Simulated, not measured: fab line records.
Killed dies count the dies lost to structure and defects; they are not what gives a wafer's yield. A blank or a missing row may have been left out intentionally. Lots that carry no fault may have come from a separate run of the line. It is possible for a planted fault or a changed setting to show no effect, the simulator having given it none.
Which tool did it? + flow nand-harc + 24 lots, 72 wafers sampled, at 6 steps of a route of 1302

## WHAT THE GAUGES SHOWED, per wafer
Not one reading of a measure or inspect step in the record can be checked against a usual standard deviation.

## WHAT TOOL EACH LOT RAN ON (gives the tool, then ch and the chambers of the sampled wafers, and finally the start)
| lot  | NHARC_A_CONTACT_ETCH_50                       | NHARC_A_CONTACT_ETCH_118             | NHARC_A_CONTACT_ETCH_122             | NHARC_A_CONTACT_DESCUM_74          | NHARC_A_CONTACT_ETCH_125             | NHARC_A_CONTACT_ETCH_126             |
|------|-----------------------------------------------|--------------------------------------|--------------------------------------|------------------------------------|--------------------------------------|--------------------------------------|
| L074 | rie-diel-08 ch 0,2,3, day 21 10:31 or earlier | har-cap-etch-03 ch 0,1, day 21 10:31 | har-cap-etch-03 ch 0,1, day 21 11:12 | rie-diel-01 ch 0,3, day 21 21:10   | har-cap-etch-02 ch 0,1, day 21 22:59 | har-cap-etch-02 ch 0,1, day 21 23:10 |
| L076 | rie-diel-08 ch 2,3, day 22 02:00 or earlier   | har-cap-etch-03 ch 0,1, day 22 02:00 | har-cap-etch-03 ch 0,1, day 22 02:41 | rie-diel-08 ch 0,1,3, day 22 09:16 | har-cap-etch-01 ch 0,1, day 22 11:00 | har-cap-etch-01 ch 0,1, day 22 11:10 |
| L075 | rie-diel-05 ch 0,1, day 22 02:25 or earlier   | har-cap-etch-02 ch 0,1, day 22 02:25 | har-cap-etch-02 ch 0,1, day 22 03:05 | rie-diel-05 ch 2,3, day 22 09:34   | har-cap-etch-02 ch 0,1, day 22 11:48 | har-cap-etch-02 ch 0,1, day 22 11:58 |
| L078 | rie-diel-05 ch 0,1,2, day 22 11:07 or earlier | har-cap-etch-03 ch 1, day 22 11:07   | har-cap-etch-03 ch 1, day 22 11:49   | rie-diel-01 ch 1,3, day 22 18:26   | har-cap-etch-03 ch 0,1, day 22 20:13 | har-cap-etch-03 ch 0,1, day 22 20:23 |
| L077 | rie-diel-08 ch 0,1, day 22 18:19 or earlier   | har-cap-etch-03 ch 0,1, day 22 18:19 | har-cap-etch-03 ch 0,1, day 22 19:00 | rie-diel-05 ch 1,2,3, day 23 03:48 | har-cap-etch-01 ch 0,1, day 23 05:47 | har-cap-etch-01 ch 0,1, day 23 05:57 |
| L079 | rie-diel-05 ch 0,1,3, day 22 18:50 or earlier | har-cap-etch-01 ch 0,1, day 22 18:50 | har-cap-etch-01 ch 0,1, day 22 19:45 | rie-diel-05 ch 0,1, day 23 04:14   | har-cap-etch-03 ch 0,1, day 23 06:25 | har-cap-etch-03 ch 0,1, day 23 06:35 |
| L081 | rie-diel-01 ch 0,1, day 23 11:43 or earlier   | har-cap-etch-01 ch 0,1, day 23 11:43 | har-cap-etch-01 ch 0,1, day 23 12:23 | rie-diel-01 ch 0,1,2, day 23 19:05 | har-cap-etch-02 ch 0,1, day 23 20:49 | har-cap-etch-02 ch 0,1, day 23 21:00 |
| L080 | rie-diel-08 ch 0,1,2, day 23 15:50 or earlier | har-cap-etch-03 ch 0,1, day 23 15:50 | har-cap-etch-03 ch 0,1, day 23 16:39 | rie-diel-05 ch 0,2,3, day 24 00:46 | har-cap-etch-01 ch 0,1, day 24 02:32 | har-cap-etch-01 ch 0,1, day 24 02:43 |
| L083 | rie-diel-05 ch 0,1,2, day 24 16:14 or earlier | har-cap-etch-01 ch 0,1, day 24 16:14 | har-cap-etch-01 ch 0,1, day 24 16:56 | rie-diel-01 ch 1,2,3, day 24 23:49 | har-cap-etch-02 ch 0,1, day 25 01:34 | har-cap-etch-02 ch 0,1, day 25 01:45 |
| L082 | rie-diel-08 ch 1,2, day 24 21:03 or earlier   | har-cap-etch-03 ch 0,1, day 24 21:03 | har-cap-etch-03 ch 0,1, day 24 21:44 | rie-diel-01 ch 1,2, day 25 04:13   | har-cap-etch-01 ch 0, day 25 05:59   | har-cap-etch-01 ch 0, day 25 06:10   |
| L085 | rie-diel-08 ch 1,2, day 25 13:26 or earlier   | har-cap-etch-02 ch 0,1, day 25 13:26 | har-cap-etch-02 ch 0,1, day 25 14:08 | rie-diel-05 ch 1,2, day 25 21:29   | har-cap-etch-02 ch 0,1, day 25 23:19 | har-cap-etch-02 ch 0,1, day 25 23:30 |
| L084 | rie-diel-08 ch 0,2,3, day 25 14:35 or earlier | har-cap-etch-01 ch 0,1, day 25 14:35 | har-cap-etch-01 ch 0,1, day 25 15:16 | rie-diel-08 ch 1,2,3, day 25 21:51 | har-cap-etch-01 ch 0,1, day 25 23:36 | har-cap-etch-01 ch 0,1, day 25 23:46 |
| L087 | rie-diel-08 ch 1,2, day 26 13:38 or earlier   | har-cap-etch-01 ch 0,1, day 26 13:38 | har-cap-etch-01 ch 0,1, day 26 14:19 | rie-diel-05 ch 0,3, day 27 02:53   | har-cap-etch-03 ch 0,1, day 27 04:43 | har-cap-etch-03 ch 0,1, day 27 04:58 |
| L086 | rie-diel-05 ch 0,3, day 26 15:48 or earlier   | har-cap-etch-02 ch 0,1, day 26 15:48 | har-cap-etch-02 ch 0,1, day 26 16:29 | rie-diel-05 ch 0,1, day 27 04:40   | har-cap-etch-01 ch 0,1, day 27 06:28 | har-cap-etch-01 ch 0,1, day 27 06:38 |
| L088 | rie-diel-05 ch 1,2,3, day 27 12:01 or earlier | har-cap-etch-02 ch 0,1, day 27 12:01 | har-cap-etch-02 ch 0,1, day 27 12:41 | rie-diel-01 ch 0,1, day 27 21:39   | har-cap-etch-02 ch 0,1, day 27 23:30 | har-cap-etch-02 ch 0,1, day 27 23:41 |
| L091 | rie-diel-05 ch 0,1,3, day 27 17:49 or earlier | har-cap-etch-02 ch 0,1, day 27 17:49 | har-cap-etch-02 ch 0,1, day 27 18:30 | rie-diel-05 ch 0,1,2, day 28 02:04 | har-cap-etch-01 ch 0,1, day 28 04:10 | har-cap-etch-01 ch 0,1, day 28 04:20 |
| L090 | rie-diel-05 ch 0,1,2, day 27 19:53 or earlier | har-cap-etch-01 ch 0,1, day 27 19:53 | har-cap-etch-01 ch 0,1, day 27 20:34 | rie-diel-08 ch 0,2, day 28 03:24   | har-cap-etch-03 ch 0,1, day 28 05:11 | har-cap-etch-03 ch 0,1, day 28 05:26 |
| L089 | rie-diel-08 ch 0,2,3, day 27 20:26 or earlier | har-cap-etch-03 ch 0,1, day 27 20:26 | har-cap-etch-03 ch 0,1, day 27 21:07 | rie-diel-05 ch 0,1, day 28 05:11   | har-cap-etch-02 ch 0, day 28 07:16   | har-cap-etch-02 ch 0, day 28 07:26   |
| L092 | rie-diel-05 ch 0,1,3, day 28 17:31 or earlier | har-cap-etch-02 ch 0,1, day 28 17:31 | har-cap-etch-02 ch 0,1, day 28 18:25 | rie-diel-05 ch 0,1,2, day 29 01:03 | har-cap-etch-01 ch 0,1, day 29 02:47 | har-cap-etch-01 ch 0,1, day 29 02:58 |
| L093 | rie-diel-05 ch 0,1, day 29 18:27 or earlier   | har-cap-etch-02 ch 0,1, day 29 18:27 | har-cap-etch-02 ch 0,1, day 29 19:08 | rie-diel-05 ch 0,3, day 30 02:14   | har-cap-etch-02 ch 0,1, day 30 04:05 | har-cap-etch-02 ch 0,1, day 30 04:19 |
| L095 | rie-diel-01 ch 0,1,3, day 29 18:42 or earlier | har-cap-etch-01 ch 0,1, day 29 18:42 | har-cap-etch-01 ch 0,1, day 29 19:23 | rie-diel-01 ch 0,2,3, day 30 03:16 | har-cap-etch-01 ch 0,1, day 30 05:00 | har-cap-etch-01 ch 0,1, day 30 05:10 |
| L094 | rie-diel-05 ch 2,3, day 29 21:39 or earlier   | har-cap-etch-03 ch 1, day 29 21:39   | har-cap-etch-03 ch 1, day 29 22:20   | rie-diel-05 ch 0,1, day 30 08:25   | har-cap-etch-03 ch 0,1, day 30 10:09 | har-cap-etch-03 ch 0,1, day 30 10:20 |
| L096 | rie-diel-05 ch 0,2,3, day 30 13:42 or earlier | har-cap-etch-03 ch 0,1, day 30 13:42 | har-cap-etch-03 ch 0,1, day 30 14:23 | rie-diel-08 ch 0,1,2, day 30 20:48 | har-cap-etch-01 ch 0,1, day 30 22:54 | har-cap-etch-01 ch 0,1, day 30 23:05 |
| L097 | rie-diel-05 ch 0,2,3, day 31 13:36 or earlier | har-cap-etch-02 ch 0,1, day 31 13:36 | har-cap-etch-02 ch 0,1, day 31 14:17 | rie-diel-05 ch 0,1,3, day 32 02:51 | har-cap-etch-02 ch 0,1, day 32 04:36 | har-cap-etch-02 ch 0,1, day 32 04:46 |
- NHARC_A_CONTACT_ETCH_50: etches the open film in CF4/CHF3, target depth 121 nm, time 60.5 s.
- NHARC_A_CONTACT_ETCH_118: etches the open film in C4F8/O2/Ar, time 190 s, target depth 1850 nm.
- NHARC_A_CONTACT_ETCH_122: etches the open film in C4F8/O2/Ar, time 190 s, target depth 1850 nm.
- NHARC_A_CONTACT_DESCUM_74: chemistry O2, time 3 s.
- NHARC_A_CONTACT_ETCH_125: etches the open film in C4F8/O2/Ar, time 197 s, target depth 1918 nm.
- NHARC_A_CONTACT_ETCH_126: etches the open film in C4F8/O2/Ar, time 197 s, target depth 1918 nm.

## WHAT THE TOOLS THEMSELVES READ (means of the sampled wafers that have a number; where no wafer has one, the mark that the record gives instead)
NHARC_A_CONTACT_ETCH_50.
| lot  | tool        | drypump-motor-current-A (A) | oes-product-au (a.u.) | rf-vpp-V (V) | showerhead-plenum-p-Torr (Torr) | throttle-valve-pct (%) |
|------|-------------|-----------------------------|-----------------------|--------------|---------------------------------|------------------------|
| L074 | rie-diel-08 | 5.85                        | 0.918                 | 367.8        | 1.49                            | 16.810                 |
| L076 | rie-diel-08 | 5.89                        | 0.927                 | 367.7        | 1.52                            | 16.794                 |
| L075 | rie-diel-05 | 5.49                        | 0.956                 | 370.1        | 1.59                            | 16.804                 |
| L078 | rie-diel-05 | 5.55                        | 0.960                 | 369.9        | 1.55                            | 16.790                 |
| L077 | rie-diel-08 | 5.59                        | 0.930                 | 371.2        | 1.60                            | 16.800                 |
| L079 | rie-diel-05 | 5.53                        | 0.965                 | 369.6        | 1.56                            | 16.804                 |
| L081 | rie-diel-01 | 5.89                        | 0.927                 | 369.7        | 1.53                            | 16.815                 |
| L080 | rie-diel-08 | 5.70                        | 0.929                 | 369.1        | 1.54                            | 16.805                 |
| L083 | rie-diel-05 | 5.55                        | 0.968                 | 369.4        | 1.55                            | 16.805                 |
| L082 | rie-diel-08 | 5.73                        | 0.965                 | 369.2        | 1.54                            | 16.798                 |
| L085 | rie-diel-08 | 5.71                        | 0.951                 | 370.0        | 1.54                            | 16.797                 |
| L084 | rie-diel-08 | 5.82                        | 0.943                 | 369.6        | 1.57                            | 16.799                 |
| L087 | rie-diel-08 | 5.72                        | 0.958                 | 370.5        | 1.54                            | 16.806                 |
| L086 | rie-diel-05 | 5.61                        | 0.963                 | 368.1        | 1.51                            | 16.804                 |
| L088 | rie-diel-05 | 5.60                        | 0.976                 | 371.2        | 1.60                            | 16.802                 |
| L091 | rie-diel-05 | 5.50                        | 0.969                 | 370.1        | 1.55                            | 16.801                 |
| L090 | rie-diel-05 | 5.54                        | 0.966                 | 372.3        | 1.63                            | 16.804                 |
| L089 | rie-diel-08 | 5.84                        | 0.919                 | 369.2        | 1.56                            | 16.803                 |
| L092 | rie-diel-05 | 5.53                        | 0.973                 | 370.3        | 1.55                            | 16.801                 |
| L093 | rie-diel-05 | 5.45                        | 0.964                 | 370.6        | 1.60                            | 16.805                 |
| L095 | rie-diel-01 | 5.75                        | 0.921                 | 368.3        | 1.51                            | 16.802                 |
| L094 | rie-diel-05 | 5.66                        | 0.981                 | 370.0        | 1.55                            | 16.795                 |
| L096 | rie-diel-05 | 5.63                        | 0.974                 | 370.4        | 1.58                            | 16.804                 |
| L097 | rie-diel-05 | 5.61                        | 0.973                 | 371.2        | 1.58                            | 16.802                 |

NHARC_A_CONTACT_DESCUM_74.
| lot  | tool        | drypump-motor-current-A (A) | oes-product-au (a.u.) | rf-vpp-V (V) | showerhead-plenum-p-Torr (Torr) | throttle-valve-pct (%) |
|------|-------------|-----------------------------|-----------------------|--------------|---------------------------------|------------------------|
| L074 | rie-diel-01 | 5.60                        | 0.995                 | 57.4         | 1.84                            | 11.307                 |
| L076 | rie-diel-08 | 5.72                        | 1.007                 | 57.4         | 1.89                            | 11.316                 |
| L075 | rie-diel-05 | 5.70                        | 0.994                 | 57.2         | 1.78                            | 11.315                 |
| L078 | rie-diel-01 | 5.78                        | 1.012                 | 57.6         | 1.84                            | 11.316                 |
| L077 | rie-diel-05 | 5.59                        | 0.998                 | 58.0         | 1.85                            | 11.305                 |
| L079 | rie-diel-05 | 5.46                        | 0.993                 | 58.0         | 1.93                            | 11.314                 |
| L081 | rie-diel-01 | 5.90                        | 1.000                 | 57.0         | 1.84                            | 11.311                 |
| L080 | rie-diel-05 | 5.63                        | 1.000                 | 56.2         | 1.82                            | 11.317                 |
| L083 | rie-diel-01 | 5.96                        | 0.996                 | 57.0         | 1.83                            | 11.301                 |
| L082 | rie-diel-01 | 6.08                        | 1.005                 | 58.1         | 1.84                            | 11.313                 |
| L085 | rie-diel-05 | 5.62                        | 1.003                 | 59.5         | 2.05                            | 11.311                 |
| L084 | rie-diel-08 | 5.73                        | 1.005                 | 57.2         | 1.89                            | 11.315                 |
| L087 | rie-diel-05 | 5.54                        | 0.997                 | 56.9         | 1.87                            | 11.310                 |
| L086 | rie-diel-05 | 5.45                        | 1.007                 | 58.2         | 1.95                            | 11.320                 |
| L088 | rie-diel-01 | 5.67                        | 1.000                 | 57.2         | 1.84                            | 11.310                 |
| L091 | rie-diel-05 | 5.53                        | 0.995                 | 58.1         | 1.98                            | 11.306                 |
| L090 | rie-diel-08 | 5.78                        | 0.991                 | 58.2         | 1.98                            | 11.309                 |
| L089 | rie-diel-05 | 5.47                        | 0.996                 | 58.3         | 1.92                            | 11.308                 |
| L092 | rie-diel-05 | 5.55                        | 1.001                 | 57.6         | 1.98                            | 11.308                 |
| L093 | rie-diel-05 | 5.57                        | 1.002                 | 58.2         | 1.86                            | 11.312                 |
| L095 | rie-diel-01 | 5.73                        | 0.994                 | 57.4         | 1.81                            | 11.306                 |
| L094 | rie-diel-05 | 5.47                        | 0.999                 | 57.8         | 1.92                            | 11.316                 |
| L096 | rie-diel-08 | 5.71                        | 0.997                 | 56.9         | 1.96                            | 11.304                 |
| L097 | rie-diel-05 | 5.53                        | 0.997                 | 56.9         | 1.88                            | 11.314                 |

## THE ANSWER, worked out from the rows above alone
Rule: the lots themselves supply what counts as usual. The widest of any qualifying gaps counts: lots, ordered by their means at a reading, are off when they make up no more than a third of the lots, leave a main group of 4 or more, and stand apart from it by 3 or more times the standard deviation of that group's means. If all means in a main group match to the digits the tables above print for the reading, that group is not used. A lot without any number at a reading at which 4 lots or more have one is off too. The other lots that the step has rows for count as sound. After the gauges, taken in route order, come the tools' own readings; for these a lot's mean is taken, as printed above. At the first step where some lot is off, the reading lying furthest off is the one used; lots without a number count as furthest.
No lot is off at any reading shown: from this, nothing can be told.

## WHAT WAS PUT IN BY THE SIMULATOR
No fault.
